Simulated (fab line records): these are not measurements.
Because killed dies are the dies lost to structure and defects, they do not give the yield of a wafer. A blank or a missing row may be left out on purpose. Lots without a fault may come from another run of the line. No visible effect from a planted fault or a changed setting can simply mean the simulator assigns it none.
Which tool is to blame?    flow n5Finfet    72 wafers sampled from 24 lots at 1 step of a route of 1938

## WHAT EACH GAUGE READ, for each wafer
N5_BEOL_M2_OVL_MEAS_12.
lot   measured      on          M2_OVL (nm)
L074  day 6 16:23   overlay-02  0.3 -0.1 -1.1
L075  day 6 20:08   overlay-02  -0.4 0.5 1.1
L077  day 7 04:25   overlay-01  -0.5 0.5 0.5
L076  day 7 04:35   overlay-01  -0.4 -0.8 0.1
L078  day 7 14:10   overlay-01  0.4 0.9 -0.1
L079  day 7 23:56   overlay-02  0.0 -0.7 -0.2
L080  day 8 08:07   overlay-01  -0.8 -2.2 -1.4
L082  day 8 22:02   overlay-01  -0.1 -0.8 -0.3
L081  day 9 02:27   overlay-01  -0.3 -0.2 -0.8
L083  day 9 08:32   overlay-02  -0.8 0.3 0.2
L084  day 9 08:35   overlay-01  0.3 0.1 0.2
L086  day 9 16:31   overlay-02  0.3 -0.6 -0.1
L085  day 9 18:17   overlay-02  0.8 -0.2 0.4
L088  day 10 01:40  overlay-01  -0.5 0.2 -0.3
L087  day 10 05:32  overlay-01  -1.2 -1.3 -0.3
L089  day 10 08:38  overlay-01  0.8 -1.4 -0.2
L090  day 10 11:22  overlay-02  -0.6 -1.4 -0.7
L091  day 10 14:52  overlay-01  0.5 -0.3 0.3
L092  day 10 19:43  overlay-02  -0.2 -0.2 -1.0
L093  day 11 12:33  overlay-01  0.3 0.1 0.5
L094  day 12 04:48  overlay-01  -0.4 -0.9 -0.6
L095  day 12 10:40  overlay-02  0.5 1.1 0.5
L097  day 12 12:36  overlay-02  0.1 -0.3 0.2
L096  day 12 17:28  overlay-01  -0.8 -0.9 -2.1

## WHAT TOOL EACH LOT RAN ON (gives the tool, then ch and the chambers of the sampled wafers, and finally the start)
Record: no process step prior to these readings.

## WHAT THE TOOLS THEMSELVES READ (means of the sampled wafers that have a number; where no wafer has one, the mark that the record gives instead)
The record holds no such reading with a usual standard deviation.

## THE ANSWER, worked out from the rows above alone
Rule: the lots themselves supply what counts as usual. The widest of any qualifying gaps counts: lots, ordered by their means at a reading, are off when they make up no more than a third of the lots, leave a main group of 4 or more, and stand apart from it by 3 or more times the standard deviation of that group's means. The tables above print the reading to a certain number of digits; a main group whose means all agree to those digits is not used. Also off: a lot with no number at a reading for which 4 or more lots have one. All remaining lots with rows at the step are treated as sound. The gauges are gone through in route order, then the tools' own readings, and for those a lot's mean is taken as printed above. At the first step where some lot is off, the reading lying furthest off is the one used; lots without a number count as furthest.
No lot is off on any of the readings shown, so nothing can be concluded from this.

## WHAT THE SIMULATOR PUT IN
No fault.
